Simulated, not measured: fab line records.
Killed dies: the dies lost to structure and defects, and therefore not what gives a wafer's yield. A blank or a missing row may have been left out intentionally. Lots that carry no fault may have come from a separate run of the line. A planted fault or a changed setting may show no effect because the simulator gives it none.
Which of the tools did it? | flow n5 finfet | Sampling: 12 lots, 36 wafers, 4 of 1938 route steps

WHAT THE GAUGES SHOWED, per wafer
N5_BEOL_M6_CD_MEAS_18: pitch 80 nm, target cd 40 nm. Usual: 40.3 nm for cd nm, sd 0.72.
lot  | measured     | on        | cd nm (nm)     | flag
L779 | day 8 03:16  | cd sem-01 | 41.3 40.6 41.1 |
L783 | day 9 01:36  | cd sem-01 | 39.3 39.5 38.3 |
L784 | day 9 10:29  | cd sem-02 | 40.3 40.4 39.4 |
L785 | day 9 20:14  | cd sem-02 | 40.1 39.7 39.9 |
L788 | day 10 08:58 | cd sem-01 | 40.9 40.1 40.0 |
L787 | day 10 13:21 | cd sem-02 | 41.6 40.0 39.7 |
L789 | day 10 15:54 | cd sem-02 | 40.6 39.7 39.2 |
L792 | day 11 17:10 | cd sem-01 | 40.5 40.4 41.2 |
L793 | day 11 21:20 | cd sem-02 | 40.2 40.0 39.5 |
L798 | day 13 06:25 | cd sem-02 | 40.5 40.5 40.3 |
L801 | day 14 01:47 | cd sem-02 | 40.9 41.1 41.3 |
L802 | day 14 18:43 | cd sem-02 | 40.8 39.2 40.8 |

N5_BEOL_M6_CD_MEAS_28: the cd target is 40 nm. Usual: 39.95 nm for cd nm, sd 0.21.
lot  | measured     | on        | cd nm (nm)        | flag
L779 | day 8 03:58  | cd sem-03 | 39.90 40.12 40.09 |
L783 | day 9 02:02  | cd sem-02 | 40.05 40.22 39.56 |
L784 | day 9 10:47  | cd sem-02 | 39.74 39.85 39.91 |
L785 | day 9 21:16  | cd sem-01 | 40.09 40.49 39.92 |
L788 | day 10 10:10 | cd sem-02 | 39.82 40.09 40.02 |
L787 | day 10 13:40 | cd sem-02 | 39.76 39.76 39.84 |
L789 | day 10 16:20 | cd sem-01 | 40.14 40.13 40.12 |
L792 | day 11 19:59 | cd sem-02 | 39.95 39.88 40.30 |
L793 | day 11 21:46 | cd sem-01 | 40.02 40.10 39.70 |
L798 | day 13 06:58 | cd sem-02 | 39.99 39.51 39.77 |
L801 | day 14 02:26 | cd sem-02 | 39.91 40.06 39.63 |
L802 | day 14 19:32 | cd sem-02 | 39.73 39.87 40.24 |

EACH LOT AND THE TOOL THAT RAN IT (in order: tool; ch and the chambers of the sampled wafers; start)
lot  | N5_BEOL_M6_HM_DEP_02         | N5_BEOL_M6_COAT_64
L779 | pvd sputter-03, day 8 02:13  | litho track-05 ch 0, day 8 03:32
L783 | pvd sputter-01, day 9 00:32  | litho track-01 ch 0, day 9 01:39
L784 | pvd sputter-01, day 9 08:58  | litho track-05 ch 0, day 9 10:32
L785 | pvd sputter-02, day 9 19:05  | litho track-05 ch 0, day 9 20:59
L788 | pvd sputter-03, day 10 07:47 | litho track-02 ch 0, day 10 09:53
L787 | pvd sputter-02, day 10 10:51 | litho track-02 ch 0, day 10 13:23
L789 | pvd sputter-01, day 10 12:38 | litho track-01 ch 0, day 10 15:56
L792 | pvd sputter-03, day 11 16:07 | litho track-05 ch 0, day 11 19:28
L793 | pvd sputter-03, day 11 20:24 | litho track-02 ch 0, day 11 21:22
L798 | pvd sputter-01, day 13 05:19 | litho track-02 ch 0, day 13 06:34
L801 | pvd sputter-01, day 14 00:36 | litho track-02 ch 0, day 14 02:07
L802 | pvd sputter-01, day 14 17:35 | litho track-01 ch 0, day 14 19:16
- N5_BEOL_M6_HM_DEP_02: deposits TiN, target thk 20 nm.
- N5_BEOL_M6_COAT_64: time 60 s, resist thk 12 nm.

WHAT THE TOOLS THEMSELVES READ (means of the sampled wafers that have a number; where no wafer has one, the mark that the record gives instead)
N5_BEOL_M6_HM_DEP_02. Usual: 30.0 % for throttle valve pct, sd 0.65.
lot  | tool           | throttle valve pct (%) | flag
L779 | pvd sputter-03 | 29.8                   |
L783 | pvd sputter-01 | 30.4                   |
L784 | pvd sputter-01 | 30.0                   |
L785 | pvd sputter-02 | 29.8                   |
L788 | pvd sputter-03 | 30.5                   |
L787 | pvd sputter-02 | 30.8                   |
L789 | pvd sputter-01 | 30.0                   |
L792 | pvd sputter-03 | 29.9                   |
L793 | pvd sputter-03 | 30.1                   |
L798 | pvd sputter-01 | 30.0                   |
L801 | pvd sputter-01 | 29.7                   |
L802 | pvd sputter-01 | 30.0                   |

N5_BEOL_M6_COAT_64. Usual: chill plate temp C 23.02 C, standard deviation 0.095; spin speed rpm 1500.1 rpm, standard deviation 1.1.
lot  | tool           | chill plate temp C (C) | spin speed rpm (rpm) | flag
L779 | litho track-05 | 23.10                  | 1500.2               |
L783 | litho track-01 | 23.03                  | 1500.7               |
L784 | litho track-05 | 23.03                  | 1500.6               |
L785 | litho track-05 | 22.97                  | 1499.3               |
L788 | litho track-02 | 23.05                  | 1500.6               |
L787 | litho track-02 | 22.98                  | 1498.5               |
L789 | litho track-01 | 23.09                  | 1499.4               |
L792 | litho track-05 | 23.06                  | 1499.7               |
L793 | litho track-02 | 23.01                  | 1500.6               |
L798 | litho track-02 | 22.95                  | 1725.2               | OFF
L801 | litho track-02 | 23.09                  | 1724.8               | OFF
L802 | litho track-01 | 22.94                  | 1498.8               |

THE ANSWER, worked out from the rows above alone
Rule: a lot counts as off when the mean over its wafers that have a number is more than 3 standard deviations away from the usual mean. A lot without any number at a reading at which 4 lots or more have one is off too. Where the step has rows for the other lots, those lots are counted as sound. Order of review: gauges by route order, followed by the tools' own readings, for which a lot's mean as printed above is used. At the first step where some lot is off, the reading lying furthest off is the one used; lots without a number count as furthest.
Off, at N5_BEOL_M6_COAT_64 on spin speed rpm: L798, L801.
If a tool, at that step or one of the process steps before it, ran each lot that is off and ran no sound lot following the first of them, it fits. One fits: N5_BEOL_M6_COAT_64 on litho track-02. Its last sound lot is L793 (day 11 21:22), its first lot that is off L798 (day 13 06:34): a fault that began between those two fits.
The tool's own readings at N5_BEOL_M6_COAT_64 bear it out: on the lots that are off they differ by more than 5 times the standard deviation of the sound lots' means. spin speed rpm reads 1725.0 rpm there against 1499.8 rpm on the sound lots.

WHAT THE SIMULATOR PUT IN
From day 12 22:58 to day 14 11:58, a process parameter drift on litho track-02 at N5_BEOL_M6_COAT_64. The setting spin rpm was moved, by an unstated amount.
Shown lots that were struck: L798, L801. The rule above reached the same finding.
